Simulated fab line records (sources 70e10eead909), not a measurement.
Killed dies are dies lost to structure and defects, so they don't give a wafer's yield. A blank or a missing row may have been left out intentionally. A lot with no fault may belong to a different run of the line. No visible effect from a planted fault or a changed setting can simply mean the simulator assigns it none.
Struck lot and sound lot, side by side | flow nand harc | 24 out of 1302 route steps
Sound: wafers L514.2, L514.3, L514.6. The struck wafers were L522.3, L522.5, L522.6. The cause is named last.
Each step with rows lists, per side, the tool, then ch with its chambers, then its first start. Under that, the readings that differ: sound wafers | struck wafers | difference of the means | sigmas: that difference in standard deviations of wafers without a fault.
alike: readings whose means differ by less than 2 such deviations, and words and numbers that are the same on both sides. not compared: withheld readings, readings that some wafer has no value for, bounds like >300 that may hide the same value, and numbers for which the record gives no deviation and whose values overlap.
A row with sigmas, a row that says differs or no value, or rows on one side alone: a step with any of these is where the two part. Numbers that don't overlap but have no deviation are shown without sigmas and don't part them. A reading that every wafer of one side lacks parts them only if that side has two wafers or more.

NHARC_P_M0_INSPECT_27:
  sound on defect inspect-02, day 9 11:31; struck on defect inspect-02, day 13 06:12
  reading          | sound      | struck      | difference | sigmas
  raw defect count | 190 141 78 | 512 492 330 | +308       | +2
NHARC_P_M0_PRE_CLEAN_31: time 12 s.
  sound on pecvd-01 ch 0,2, day 9 11:35; struck on pecvd-04 ch 1,2, day 13 06:16
  alike: heater power w, susceptor temp C
NHARC_P_M0_DEP_32: deposits SiCN, target thk 30 nm.
  sound on pecvd-01 ch 0,2, day 9 11:41; struck on pecvd-04 ch 1,2, day 13 06:20
  alike: heater power w, showerhead vpp V, susceptor temp C
then, 8 steps without rows for these wafers: NHARC_P_M1_DEP_00 (deposits SiOC, target thk 182.5 nm); NHARC_P_M1_DEHYDRATE_01 (time 120 s); NHARC_P_M1_HMDS_02 (time 30 s); NHARC_P_M1_COAT_34 (time 65 s); NHARC_P_M1_COAT_03 (resist thk 90 nm); NHARC_P_M1_SOFTBAKE_04 (time 55 s); NHARC_P_M1_EBR_05; NHARC_P_M1_EXPOSE_06 (exposes mask P M1, target cd 130 nm).
NHARC_P_M1_PEB_07: peb time 65 s.
  sound on litho track-06 ch 0, day 9 12:51; struck on litho track-06 ch 0, day 13 07:31
then, 1 step without rows for these wafers: NHARC_P_M1_DEVELOP_08 (develop time 35 s).
NHARC_P_M1_CD_MEAS_09: the cd target is 130 nm.
  sound on cd sem-03 ch 0, day 9 12:56; struck on cd sem-03 ch 0, day 13 07:36
  reading    | sound             | struck            | difference | sigmas
  cd nm (nm) | 129.0 128.1 128.8 | 144.6 144.8 145.2 | +16.2      | +12
NHARC_P_M1_OVL_MEAS_10: pitch 260 nm.
  sound on overlay-02, day 9 13:01; struck on overlay-01, day 13 07:41
  reading           | sound         | struck      | difference | sigmas
  overlay x nm (nm) | 0.2 -0.4 -0.5 | 1.2 1.7 1.8 | +1.8       | +2
  alike: overlay y nm
NHARC_P_M1_INSPECT_11:
  sound on defect inspect-02, day 9 13:03; struck on defect inspect-02, day 13 07:43
  alike: raw defect count
NHARC_P_M1_DESCUM_14: chemistry O2, time 3 s.
  sound on rie diel-07 ch 0,3, day 9 13:07; struck on rie diel-13 ch 0,1,3, day 13 07:48
  reading               | sound             | struck            | difference | sigmas
  oes product au (a.u.) | 1.007 1.018 1.022 | 0.989 0.982 0.988 | -0.029     | -2
  model.P_M1.cd nm (nm) | 128.5 127.2 128.1 | 144.4 145 145.4   | +17.0      |
  alike: drypump motor current A, rf vpp V, showerhead plenum p Torr, throttle valve pct
  not compared: rf hours counter h
NHARC_P_M1_ETCH_35: etches the open film in N2/H2, target depth 40 nm, overetch 12 nm, time 43.94 s.
  sound on rie diel-07 ch 0,1,3, day 9 13:13; struck on rie diel-13 ch 2,3, day 13 07:52
  reading               | sound             | struck            | difference | sigmas
  oes product au (a.u.) | 1.012 1.028 1.014 | 0.975 0.988 0.972 | -0.040     | -3
  alike: drypump motor current A, rf vpp V, showerhead plenum p Torr, throttle valve pct
  not compared: rf hours counter h
NHARC_P_M1_ETCH_15: etches the open film in C4F8/Ar, target depth 182.5 nm, time 91.2 s.
  sound on rie diel-07 ch 1,3; struck on rie diel-13 ch 0,3
  alike: oes product au, rf vpp V
  not compared: rf hours counter h
NHARC_P_M1_CD_MEAS_16:
  sound on cd sem-03, day 9 13:28; struck on cd sem-03, day 13 08:05
  reading    | sound             | struck            | difference | sigmas
  cd nm (nm) | 128.7 127.6 127.5 | 144.5 144.6 145.4 | +16.9      | +13
NHARC_P_M1_STRIP_18: strips in N2/H2.
  sound on rie diel-13 ch 2,3, day 9 13:32; struck on rie diel-13 ch 0,1,3, day 13 08:55
  alike: drypump motor current A, oes product au, rf vpp V, showerhead plenum p Torr, throttle valve pct
  not compared: rf hours counter h
NHARC_P_M1_ETCH_28: etches the open film in CF4/N2, target depth 30 nm, time 72.99 s.
  sound on rie diel-13 ch 1,3; struck on rie diel-13 ch 1,2,3
  reading               | sound             | struck          | difference | sigmas
  model.P_M1.cd nm (nm) | 129.7 126.2 128.5 | 143.3 145 145.7 | +16.5      |
  alike: drypump motor current A, oes product au, rf vpp V, showerhead plenum p Torr, throttle valve pct
  not compared: rf hours counter h
then, 2 steps without rows for these wafers: NHARC_P_M1_STRIP_19 (strips in post etch residue remover, time 600 s); NHARC_END_SORT_01.

== WHERE THEY PART ==
First at NHARC_P_M0_INSPECT_27; last, within this record, at NHARC_P_M1_CD_MEAS_16. Later steps at which nothing parts them and some readings are alike: NHARC_P_M1_STRIP_18, NHARC_P_M1_ETCH_28.

WHY: what the simulator had put in
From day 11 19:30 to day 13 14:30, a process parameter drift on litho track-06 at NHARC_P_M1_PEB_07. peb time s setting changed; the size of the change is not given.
